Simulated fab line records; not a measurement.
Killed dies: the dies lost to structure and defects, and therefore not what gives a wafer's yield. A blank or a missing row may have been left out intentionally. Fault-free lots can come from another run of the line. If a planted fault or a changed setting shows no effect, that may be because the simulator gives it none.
Chamber matching    flow n5-finfet    N5_BEOL_M13_DESCUM_33 on rie-diel-02 has 4 sister chambers
The step chemistry O2, time 7.9 s. 30 wafers are shown with their chamber, then 12 later ones without.

== WAFERS WITH THEIR CHAMBER ==
wafer   chamber  showerhead-plenum-p-Torr (Torr)  throttle-valve-pct (%)  drypump-motor-current-A (A)
L074.3  3        2.04                             20.42                   5.47
L074.4  1        2.16                             20.08                   5.89
L074.5  0        1.99                             20.52                   5.31
L075.3  2        2.13                             20.03                   5.66
L075.4  1        2.16                             20.09                   5.89
L075.6  2        2.13                             20.02                   5.71
L076.1  2        2.13                             20.03                   5.68
L076.2  3        2.04                             20.42                   5.48
L076.5  2        2.13                             20.02                   5.67
L082.1  2        2.13                             20.03                   5.67
L082.4  0        1.99                             20.53                   5.30
L082.5  3        2.03                             20.44                   5.51
L081.1  0        1.99                             20.54                   5.29
L081.3  1        2.16                             20.07                   5.81
L081.6  1        2.16                             20.08                   5.84
L077.1  1        2.16                             20.10                   5.84
L077.3  3        2.03                             20.43                   5.47
L077.6  3        2.03                             20.44                   5.49
L084.2  0        1.98                             20.56                   5.30
L084.5  0        1.98                             20.56                   5.29
L084.6  1        2.15                             20.10                   5.87
L083.3  1        2.15                             20.10                   5.86
L083.5  0        1.98                             20.56                   5.29
L083.6  3        2.03                             20.45                   5.48
L085.2  1        2.15                             20.09                   5.88
L085.3  3        2.03                             20.45                   5.45
L085.5  2        2.12                             20.05                   5.65
L089.1  3        2.03                             20.48                   5.46
L089.3  0        1.98                             20.58                   5.30
L089.5  0        1.98                             20.58                   5.30

SIGNATURES (means of the wafers above)
reading                   chamber 0  chamber 1  chamber 2  chamber 3  scatter within a chamber
showerhead-plenum-p-Torr  1.9837     2.1562     2.1283     2.0325     0.00484
throttle-valve-pct        20.5538    20.0888    20.0300    20.4413    0.0171
drypump-motor-current-A   5.2975     5.8600     5.6733     5.4763     0.0201
Rule: a wafer lies at a distance from a chamber equal to the root of the sum of squares, over the readings, of (its reading less the chamber's mean, divided by the reading's scatter). If the next closest chamber is less than 2 further off than the closest, the wafer can't be placed; otherwise it belongs to the closest. The scatter is the square root of a quotient: the sum, over the shown wafers, of each reading's squared deviation from its chamber's mean, divided by wafers minus chambers.

== WAFERS WITHOUT THEIR CHAMBER ==
wafer   showerhead-plenum-p-Torr (Torr)  throttle-valve-pct (%)  drypump-motor-current-A (A)
L088.1  1.98                             20.58                   5.29
L088.2  2.12                             20.07                   5.65
L088.3  2.03                             20.49                   5.47
L092.2  2.15                             20.12                   5.83
L092.4  2.12                             20.08                   5.66
L092.6  2.12                             20.07                   5.64
L095.4  2.02                             20.49                   5.46
L095.5  2.14                             20.13                   5.84
L095.6  2.12                             20.10                   5.66
L097.2  2.02                             20.50                   5.45
L097.3  2.14                             20.13                   5.82
L097.6  2.02                             20.49                   5.47

== THE CHAMBER EACH PASSED THROUGH ==
wafer   from the rows above  in truth
L088.1  0                    0
L088.2  2                    2
L088.3  3                    3
L092.2  1                    1
L092.4  2                    2
L092.6  2                    2
L095.4  3                    3
L095.5  1                    1
L095.6  2                    2
L097.2  3                    3
L097.3  1                    1
L097.6  3                    3
12 of 12 placed correctly. From these rows, 0 cannot be placed. Number placed wrongly: 0.
